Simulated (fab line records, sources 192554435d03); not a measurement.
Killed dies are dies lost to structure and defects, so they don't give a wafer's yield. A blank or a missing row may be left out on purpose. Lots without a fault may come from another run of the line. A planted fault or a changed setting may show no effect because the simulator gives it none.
Which tool did it? | flow n5_finfet | 24 lots, 72 wafers sampled, at 6 steps of a route of 1938

WHAT THE GAUGES READ, wafer by wafer
The record holds no reading of a measuring or inspecting step that can be judged against a usual standard deviation.

WHICH TOOL RAN EACH LOT (tool, then ch and the chambers of the sampled wafers, then the start)
lot  | N5_BEOL_M4_ETCH_70                 | N5_BEOL_M4_ETCH_41                            | N5_BEOL_M4_ANNEAL_49         | N5_BEOL_M4_ANNEAL_87         | N5_BEOL_M5_ILD_DEP_00           | N5_BEOL_M5_DESCUM_16
L075 | rie_diel-05 ch 0,1,3, day 8 04:32  | rie_diel-05 ch 0,1,3, day 8 06:54 or earlier  | pvd_sputter-01, day 8 06:54  | pvd_sputter-01, day 8 07:34  | pecvd-01 ch 1,2, day 8 10:38    | rie_diel-01 ch 0,3, day 8 12:35
L076 | rie_diel-05 ch 0,1,3, day 8 08:34  | rie_diel-05 ch 0,1,3, day 8 10:04 or earlier  | pvd_sputter-03, day 8 10:04  | pvd_sputter-03, day 8 10:44  | pecvd-02 ch 0,2, day 8 13:53    | rie_diel-02 ch 1,3, day 8 15:12
L077 | rie_diel-03 ch 1,3, day 8 08:38    | rie_diel-03 ch 1,3, day 8 09:52 or earlier    | pvd_sputter-01, day 8 09:52  | pvd_sputter-01, day 8 10:31  | pecvd-02 ch 0,2, day 8 13:36    | rie_diel-02 ch 1,2,3, day 8 14:59
L074 | rie_diel-03 ch 1,2,3, day 8 13:15  | rie_diel-03 ch 1,2,3, day 8 14:48 or earlier  | pvd_sputter-03, day 8 14:48  | pvd_sputter-03, day 8 15:28  | pecvd-02 ch 0,1, day 8 18:33    | rie_diel-01 ch 2,3, day 8 23:31
L079 | rie_diel-06 ch 0,2,3, day 8 22:19  | rie_diel-06 ch 0,2,3, day 9 00:17 or earlier  | pvd_sputter-02, day 9 00:17  | pvd_sputter-02, day 9 01:02  | pecvd-02 ch 0,1,2, day 9 04:43  | rie_diel-04 ch 0,3, day 9 07:04
L078 | rie_diel-03 ch 0,3, day 9 00:50    | rie_diel-03 ch 0,3, day 9 02:38 or earlier    | pvd_sputter-03, day 9 02:38  | pvd_sputter-03, day 9 03:18  | pecvd-03 ch 0,1,2, day 9 06:27  | rie_diel-04 ch 0,1,2, day 9 10:32
L080 | rie_diel-03 ch 1,2,3, day 9 01:43  | rie_diel-03 ch 1,2,3, day 9 03:21 or earlier  | pvd_sputter-01, day 9 03:21  | pvd_sputter-01, day 9 04:01  | pecvd-03 ch 1,2, day 9 07:09    | rie_diel-01 ch 0,2,3, day 9 11:06
L081 | rie_diel-03 ch 1,2,3, day 9 09:12  | rie_diel-03 ch 1,2,3, day 9 10:35 or earlier  | pvd_sputter-03, day 9 10:35  | pvd_sputter-03, day 9 11:15  | pecvd-01 ch 1,2, day 9 14:20    | rie_diel-01 ch 0,1, day 9 16:53
L082 | rie_diel-06 ch 0,1,3, day 9 21:59  | rie_diel-06 ch 0,1,3, day 9 23:39 or earlier  | pvd_sputter-03, day 9 23:39  | pvd_sputter-03, day 10 00:19 | pecvd-02 ch 1,2, day 10 03:24   | rie_diel-02 ch 0,1,2, day 10 06:04
L083 | rie_diel-05 ch 0,1,3, day 10 04:01 | rie_diel-05 ch 0,1,3, day 10 05:55 or earlier | pvd_sputter-02, day 10 05:55 | pvd_sputter-02, day 10 06:34 | pecvd-03 ch 0,2, day 10 09:41   | rie_diel-04 ch 1,2,3, day 10 11:46
L084 | rie_diel-05 ch 0,1,3, day 10 10:05 | rie_diel-05 ch 0,1,3, day 10 11:21 or earlier | pvd_sputter-02, day 10 11:21 | pvd_sputter-02, day 10 12:01 | pecvd-02 ch 0,1, day 10 15:05   | rie_diel-01 ch 0,1,3, day 10 18:12
L085 | rie_diel-03 ch 0,3, day 10 21:31   | rie_diel-03 ch 0,3, day 10 22:58 or earlier   | pvd_sputter-01, day 10 22:58 | pvd_sputter-01, day 10 23:38 | pecvd-02 ch 1,2, day 11 02:44   | rie_diel-02 ch 0,1, day 11 05:19
L086 | rie_diel-03 ch 0,3, day 10 21:58   | rie_diel-03 ch 0,3, day 10 23:30 or earlier   | pvd_sputter-03, day 10 23:30 | pvd_sputter-03, day 11 00:10 | pecvd-02 ch 1,2, day 11 03:16   | rie_diel-04 ch 0,3, day 11 05:29
L087 | rie_diel-03 ch 0,1,2, day 11 04:35 | rie_diel-03 ch 0,1,2, day 11 07:28 or earlier | pvd_sputter-02, day 11 07:28 | pvd_sputter-02, day 11 08:07 | pecvd-03 ch 0,1, day 11 11:49   | rie_diel-01 ch 0,1,2, day 11 14:25
L088 | rie_diel-05 ch 2,3, day 11 13:22   | rie_diel-05 ch 2,3, day 11 14:42 or earlier   | pvd_sputter-01, day 11 14:42 | pvd_sputter-01, day 11 15:22 | pecvd-03 ch 0,1, day 11 18:29   | rie_diel-02 ch 0,2,3, day 11 20:43
L089 | rie_diel-05 ch 2,3, day 11 13:52   | rie_diel-05 ch 2,3, day 11 16:50 or earlier   | pvd_sputter-02, day 11 16:50 | pvd_sputter-02, day 11 17:29 | pecvd-03 ch 0,1, day 11 20:47   | rie_diel-02 ch 0,3, day 11 22:28
L091 | rie_diel-03 ch 0,3, day 11 22:11   | rie_diel-03 ch 0,3, day 12 00:28 or earlier   | pvd_sputter-03, day 12 00:28 | pvd_sputter-03, day 12 01:07 | pecvd-02 ch 0,1, day 12 04:13   | rie_diel-04 ch 0,1,2, day 12 06:16
L090 | rie_diel-03 ch 0,3, day 12 03:17   | rie_diel-03 ch 0,3, day 12 05:23 or earlier   | pvd_sputter-02, day 12 05:23 | pvd_sputter-02, day 12 06:08 | pecvd-03 ch 0,1, day 12 09:20   | rie_diel-01 ch 0,1,3, day 12 14:13
L092 | rie_diel-06 ch 2,3, day 12 09:17   | rie_diel-06 ch 2,3, day 12 12:29 or earlier   | pvd_sputter-01, day 12 12:29 | pvd_sputter-01, day 12 13:09 | pecvd-01 ch 0,1,2, day 12 16:23 | rie_diel-01 ch 0,1,2, day 12 18:46
L094 | rie_diel-03 ch 0,2,3, day 12 15:42 | rie_diel-03 ch 0,2,3, day 12 17:04 or earlier | pvd_sputter-02, day 12 17:04 | pvd_sputter-02, day 12 17:44 | pecvd-03 ch 0,2, day 12 20:49   | rie_diel-01 ch 2,3, day 12 23:05
L093 | rie_diel-06 ch 0,1,3, day 12 15:49 | rie_diel-06 ch 0,1,3, day 12 17:11 or earlier | pvd_sputter-03, day 12 17:11 | pvd_sputter-03, day 12 17:50 | pecvd-02 ch 1,2, day 12 20:57   | rie_diel-02 ch 0,2,3, day 12 23:35
L095 | rie_diel-05 ch 1,2,3, day 13 06:40 | rie_diel-05 ch 1,2,3, day 13 08:03 or earlier | pvd_sputter-01, day 13 08:03 | pvd_sputter-01, day 13 08:43 | pecvd-01 ch 0,1, day 13 12:23   | rie_diel-02 ch 0,1, day 13 14:08
L096 | rie_diel-03 ch 1,2,3, day 13 09:26 | rie_diel-03 ch 1,2,3, day 13 11:19 or earlier | pvd_sputter-01, day 13 11:19 | pvd_sputter-01, day 13 11:59 | pecvd-02 ch 1,2, day 13 15:04   | rie_diel-02 ch 1,2, day 13 16:22
L097 | rie_diel-05 ch 0,2,3, day 13 09:35 | rie_diel-05 ch 0,2,3, day 13 11:23 or earlier | pvd_sputter-02, day 13 11:23 | pvd_sputter-02, day 13 12:02 | pecvd-02 ch 0,1,2, day 13 15:08 | rie_diel-01 ch 1,3, day 13 16:32
- N5_BEOL_M4_ETCH_70: etches SOC in N2/H2, target depth 80 nm, overetch 24 nm, time 130 s.
- N5_BEOL_M4_ETCH_41: etches SiCN in CH3F/O2, target depth 29.9 nm, time 52.5 s.
- N5_BEOL_M4_ANNEAL_49: time 240 s.
- N5_BEOL_M4_ANNEAL_87: time 240 s.
- N5_BEOL_M5_ILD_DEP_00: deposits SiCOH lowk from DEMS/porogen, target thk 140.64 nm, time 25.9 s.
- N5_BEOL_M5_DESCUM_16: chemistry O2, time 7 s.

WHAT THE TOOLS THEMSELVES READ (means of the sampled wafers that have a number; where no wafer has one, the mark that the record gives instead)
N5_BEOL_M4_ETCH_70. Usual: drypump_motor_current_A 5.6 A, standard deviation 0.49; oes_product_au 0.61 a.u., standard deviation 0.069; rf_vpp_V 523.6 V, standard deviation 1.8; showerhead_plenum_p_Torr 2.53 Torr, standard deviation 0.071; throttle_valve_pct 17.87 %, standard deviation 0.21.
lot  | tool        | drypump_motor_current_A (A) | oes_product_au (a.u.) | rf_vpp_V (V) | showerhead_plenum_p_Torr (Torr) | throttle_valve_pct (%) | flag
L075 | rie_diel-05 | 5.7                         | 0.60                  | 524.2        | 2.53                            | 17.79                  |
L076 | rie_diel-05 | 5.7                         | 0.60                  | 523.7        | 2.53                            | 17.79                  |
L077 | rie_diel-03 | 5.8                         | 0.63                  | 523.4        | 2.53                            | 17.85                  |
L074 | rie_diel-03 | 5.7                         | 0.61                  | 524.2        | 2.58                            | 17.94                  |
L079 | rie_diel-06 | 4.9                         | 0.63                  | 524.6        | 2.57                            | 17.76                  |
L078 | rie_diel-03 | 5.8                         | 0.58                  | 524.9        | 2.59                            | 18.18                  |
L080 | rie_diel-03 | 5.7                         | 0.61                  | 524.1        | 2.58                            | 17.95                  |
L081 | rie_diel-03 | 5.7                         | 0.61                  | 522.8        | 2.57                            | 17.95                  |
L082 | rie_diel-06 | 5.3                         | 0.54                  | 525.0        | 2.56                            | 17.89                  |
L083 | rie_diel-05 | 5.7                         | 0.59                  | 523.4        | 2.52                            | 17.82                  |
L084 | rie_diel-05 | 5.7                         | 0.58                  | 523.9        | 2.52                            | 17.82                  |
L085 | rie_diel-03 | 6.0                         | 0.69                  | 523.3        | 2.54                            | 17.90                  |
L086 | rie_diel-03 | 5.8                         | 0.69                  | 524.9        | 2.59                            | 17.92                  |
L087 | rie_diel-03 | 6.0                         | 0.65                  | 522.5        | 2.52                            | 17.82                  |
L088 | rie_diel-05 | 5.7                         | 0.52                  | 522.0        | 2.48                            | 18.10                  |
L089 | rie_diel-05 | 5.7                         | 0.52                  | 522.2        | 2.48                            | 18.09                  |
L091 | rie_diel-03 | 6.0                         | 0.67                  | 524.1        | 2.54                            | 17.92                  |
L090 | rie_diel-03 | 6.0                         | 0.67                  | 523.7        | 2.54                            | 17.92                  |
L092 | rie_diel-06 | 4.8                         | 0.55                  | 524.7        | 2.56                            | 17.94                  |
L094 | rie_diel-03 | 5.9                         | 0.64                  | 524.3        | 2.57                            | 17.94                  |
L093 | rie_diel-06 | 5.3                         | 0.61                  | 524.5        | 2.55                            | 17.78                  |
L095 | rie_diel-05 | 5.3                         | 0.53                  | 523.5        | 2.49                            | 17.95                  |
L096 | rie_diel-03 | 5.7                         | 0.63                  | 524.3        | 2.56                            | 17.88                  |
L097 | rie_diel-05 | 5.6                         | 0.54                  | 522.2        | 2.45                            | 17.95                  |

N5_BEOL_M4_ETCH_41. Usual: drypump_motor_current_A 5.6 A, standard deviation 0.49; mfc_ar_sccm 150.0 sccm, standard deviation 0.45; oes_product_au 0.83 a.u., standard deviation 0.098; rf_vpp_V 297.2 V, standard deviation 1.2; showerhead_plenum_p_Torr 1.99 Torr, standard deviation 0.046; throttle_valve_pct 16.32 %, standard deviation 0.22.
lot  | tool        | drypump_motor_current_A (A) | mfc_ar_sccm (sccm) | oes_product_au (a.u.) | rf_vpp_V (V) | showerhead_plenum_p_Torr (Torr) | throttle_valve_pct (%) | flag
L075 | rie_diel-05 | 5.7                         | 149.5              | 0.81                  | 297.3        | 1.99                            | 16.32                  |
L076 | rie_diel-05 | 5.7                         | 149.9              | 0.81                  | 297.0        | 1.99                            | 16.33                  |
L077 | rie_diel-03 | 5.8                         | 150.1              | 0.85                  | 296.8        | 1.97                            | 16.24                  |
L074 | rie_diel-03 | 5.7                         | 149.9              | 0.84                  | 297.3        | 2.00                            | 16.22                  |
L079 | rie_diel-06 | 4.9                         | 150.1              | 0.84                  | 298.4        | 2.03                            | 16.29                  |
L078 | rie_diel-03 | 5.8                         | 149.9              | 0.79                  | 298.0        | 2.01                            | 16.49                  |
L080 | rie_diel-03 | 5.7                         | 150.0              | 0.84                  | 298.2        | 2.00                            | 16.23                  |
L081 | rie_diel-03 | 5.7                         | 150.4              | 0.83                  | 297.6        | 2.00                            | 16.24                  |
L082 | rie_diel-06 | 5.3                         | 150.2              | 0.73                  | 298.3        | 2.04                            | 16.52                  |
L083 | rie_diel-05 | 5.7                         | 149.8              | 0.79                  | 297.2        | 1.99                            | 16.35                  |
L084 | rie_diel-05 | 5.7                         | 149.6              | 0.79                  | 296.9        | 1.98                            | 16.36                  |
L085 | rie_diel-03 | 6.0                         | 150.2              | 0.91                  | 297.4        | 2.00                            | 16.31                  |
L086 | rie_diel-03 | 5.8                         | 150.3              | 0.93                  | 298.2        | 2.01                            | 16.20                  |
L087 | rie_diel-03 | 6.0                         | 149.6              | 0.89                  | 296.5        | 1.98                            | 16.22                  |
L088 | rie_diel-05 | 5.7                         | 149.8              | 0.69                  | 296.0        | 1.95                            | 16.55                  |
L089 | rie_diel-05 | 5.7                         | 150.6              | 0.69                  | 296.4        | 1.95                            | 16.54                  |
L091 | rie_diel-03 | 6.0                         | 150.3              | 0.90                  | 297.2        | 1.99                            | 16.33                  |
L090 | rie_diel-03 | 6.0                         | 150.1              | 0.90                  | 296.0        | 1.99                            | 16.33                  |
L092 | rie_diel-06 | 4.8                         | 149.8              | 0.74                  | 298.1        | 2.04                            | 16.58                  |
L094 | rie_diel-03 | 5.9                         | 150.5              | 0.87                  | 297.9        | 2.00                            | 16.23                  |
L093 | rie_diel-06 | 5.3                         | 149.8              | 0.82                  | 298.0        | 2.03                            | 16.40                  |
L095 | rie_diel-05 | 5.3                         | 149.8              | 0.72                  | 296.1        | 1.96                            | 16.43                  |
L096 | rie_diel-03 | 5.7                         | 150.1              | 0.85                  | 297.1        | 1.99                            | 16.14                  |
L097 | rie_diel-05 | 5.6                         | 149.9              | 0.73                  | 296.2        | 1.94                            | 16.52                  |

N5_BEOL_M4_ANNEAL_49. Usual: heater_power_w 812 W, standard deviation 79.
lot  | tool           | heater_power_w (W) | flag
L075 | pvd_sputter-01 | 845                |
L076 | pvd_sputter-03 | 797                |
L077 | pvd_sputter-01 | 798                |
L074 | pvd_sputter-03 | 869                |
L079 | pvd_sputter-02 | 798                |
L078 | pvd_sputter-03 | 863                |
L080 | pvd_sputter-01 | 794                |
L081 | pvd_sputter-03 | 805                |
L082 | pvd_sputter-03 | 805                |
L083 | pvd_sputter-02 | 842                |
L084 | pvd_sputter-02 | 810                |
L085 | pvd_sputter-01 | 849                |
L086 | pvd_sputter-03 | 883                |
L087 | pvd_sputter-02 | 867                |
L088 | pvd_sputter-01 | 778                |
L089 | pvd_sputter-02 | 860                |
L091 | pvd_sputter-03 | 787                |
L090 | pvd_sputter-02 | 804                |
L092 | pvd_sputter-01 | 804                |
L094 | pvd_sputter-02 | 864                |
L093 | pvd_sputter-03 | 863                |
L095 | pvd_sputter-01 | 784                |
L096 | pvd_sputter-01 | 791                |
L097 | pvd_sputter-02 | 873                |

N5_BEOL_M4_ANNEAL_87. Usual: heater_power_w 814 W, standard deviation 79.
lot  | tool           | heater_power_w (W) | flag
L075 | pvd_sputter-01 | 850                |
L076 | pvd_sputter-03 | 806                |
L077 | pvd_sputter-01 | 817                |
L074 | pvd_sputter-03 | 875                |
L079 | pvd_sputter-02 | 784                |
L078 | pvd_sputter-03 | 866                |
L080 | pvd_sputter-01 | 790                |
L081 | pvd_sputter-03 | 803                |
L082 | pvd_sputter-03 | 797                |
L083 | pvd_sputter-02 | 840                |
L084 | pvd_sputter-02 | 811                |
L085 | pvd_sputter-01 | 847                |
L086 | pvd_sputter-03 | 869                |
L087 | pvd_sputter-02 | 866                |
L088 | pvd_sputter-01 | 785                |
L089 | pvd_sputter-02 | 856                |
L091 | pvd_sputter-03 | 796                |
L090 | pvd_sputter-02 | 801                |
L092 | pvd_sputter-01 | 809                |
L094 | pvd_sputter-02 | 853                |
L093 | pvd_sputter-03 | 857                |
L095 | pvd_sputter-01 | 807                |
L096 | pvd_sputter-01 | 799                |
L097 | pvd_sputter-02 | 895                |

N5_BEOL_M5_ILD_DEP_00. Usual: heater_power_w 289 W, standard deviation 33; showerhead_plenum_p_Torr 5.749 Torr, standard deviation 0.013; throttle_valve_pct 13.8 %, standard deviation 0.66.
lot  | tool     | heater_power_w (W) | showerhead_plenum_p_Torr (Torr) | throttle_valve_pct (%) | flag
L075 | pecvd-01 | 297                | 5.749                           | 13.4                   |
L076 | pecvd-02 | 298                | 5.761                           | 13.0                   |
L077 | pecvd-02 | 254                | 5.753                           | 13.4                   |
L074 | pecvd-02 | 276                | 5.764                           | 13.5                   |
L079 | pecvd-02 | 285                | 5.758                           | 13.5                   |
L078 | pecvd-03 | 301                | 5.755                           | 14.0                   |
L080 | pecvd-03 | 339                | 5.746                           | 13.5                   |
L081 | pecvd-01 | 275                | 5.752                           | 13.4                   |
L082 | pecvd-02 | 253                | 5.748                           | 13.8                   |
L083 | pecvd-03 | 265                | 5.749                           | 14.1                   |
L084 | pecvd-02 | 291                | 5.754                           | 13.7                   |
L085 | pecvd-02 | 275                | 5.751                           | 14.0                   |
L086 | pecvd-02 | 265                | 5.745                           | 14.2                   |
L087 | pecvd-03 | 265                | 5.745                           | 14.6                   |
L088 | pecvd-03 | 280                | 5.747                           | 14.4                   |
L089 | pecvd-03 | 279                | 5.754                           | 14.2                   |
L091 | pecvd-02 | 312                | 5.755                           | 13.7                   |
L090 | pecvd-03 | 306                | 5.748                           | 14.4                   |
L092 | pecvd-01 | 286                | 5.742                           | 13.6                   |
L094 | pecvd-03 | 316                | 5.747                           | 13.2                   |
L093 | pecvd-02 | 285                | 5.754                           | 13.9                   |
L095 | pecvd-01 | 293                | 5.739                           | 13.5                   |
L096 | pecvd-02 | 267                | 5.749                           | 13.9                   |
L097 | pecvd-02 | 270                | 5.749                           | 13.9                   |

N5_BEOL_M5_DESCUM_16. Usual: drypump_motor_current_A 5.9 A, standard deviation 0.56; oes_product_au 0.79 a.u., standard deviation 0.075; rf_vpp_V 243.1 V, standard deviation 1.3; showerhead_plenum_p_Torr 2.09 Torr, standard deviation 0.061; throttle_valve_pct 20.38 %, standard deviation 0.27.
lot  | tool        | drypump_motor_current_A (A) | oes_product_au (a.u.) | rf_vpp_V (V) | showerhead_plenum_p_Torr (Torr) | throttle_valve_pct (%) | flag
L075 | rie_diel-01 | 5.5                         | 0.83                  | 243.0        | 2.07                            | 20.18                  |
L076 | rie_diel-02 | 5.6                         | 0.73                  | 242.9        | 2.07                            | 20.39                  |
L077 | rie_diel-02 | 5.9                         | 0.78                  | 242.8        | 2.13                            | 20.42                  |
L074 | rie_diel-01 | 6.5                         | 0.74                  | 242.6        | 2.07                            | 20.20                  |
L079 | rie_diel-04 | 6.5                         | 0.77                  | 242.9        | 2.07                            | 20.33                  |
L078 | rie_diel-04 | 5.6                         | 0.78                  | 242.9        | 2.11                            | 20.49                  |
L080 | rie_diel-01 | 6.1                         | 0.80                  | 242.5        | 2.05                            | 20.15                  |
L081 | rie_diel-01 | 5.5                         | 0.88                  | 242.7        | 2.07                            | 20.30                  |
L082 | rie_diel-02 | 5.7                         | 0.85                  | 243.7        | 2.13                            | 20.23                  |
L083 | rie_diel-04 | 5.8                         | 0.78                  | 242.4        | 2.06                            | 20.43                  |
L084 | rie_diel-01 | 5.9                         | 0.82                  | 243.5        | 2.09                            | 20.36                  |
L085 | rie_diel-02 | 5.5                         | 0.84                  | 243.5        | 2.10                            | 20.29                  |
L086 | rie_diel-04 | 6.3                         | 0.74                  | 243.5        | 2.11                            | 20.43                  |
L087 | rie_diel-01 | 6.1                         | 0.83                  | 242.9        | 2.06                            | 20.26                  |
L088 | rie_diel-02 | 5.9                         | 0.81                  | 243.9        | 2.15                            | 20.55                  |
L089 | rie_diel-02 | 5.9                         | 0.75                  | 242.9        | 2.10                            | 20.80                  |
L091 | rie_diel-04 | 5.6                         | 0.76                  | 243.7        | 2.11                            | 20.52                  |
L090 | rie_diel-01 | 5.9                         | 0.80                  | 241.5        | 2.08                            | 20.38                  |
L092 | rie_diel-01 | 6.1                         | 0.81                  | 241.8        | 2.06                            | 20.28                  |
L094 | rie_diel-01 | 6.5                         | 0.73                  | 242.4        | 2.06                            | 20.24                  |
L093 | rie_diel-02 | 5.9                         | 0.81                  | 243.6        | 2.14                            | 20.55                  |
L095 | rie_diel-02 | 5.5                         | 0.83                  | 243.7        | 2.10                            | 20.31                  |
L096 | rie_diel-02 | 5.9                         | 0.81                  | 245.0        | 2.16                            | 20.21                  |
L097 | rie_diel-01 | 6.3                         | 0.74                  | 243.5        | 2.09                            | 20.44                  |

THE ANSWER, worked out from the rows above alone
Rule: a lot is off if the mean of its wafers that have a number lies more than 3 standard deviations from the usual mean. A lot without any number at a reading at which 4 lots or more have one is off too. The other lots that the step has rows for count as sound. The gauges are gone through in route order, then the tools' own readings, and for those a lot's mean is taken as printed above. The first step at which some lot is off is used, and at that step the reading that is off furthest; a lot without a number counts as furthest.
No lot is off at any reading shown: from this, nothing can be told.

WHAT THE SIMULATOR HAD PUT IN
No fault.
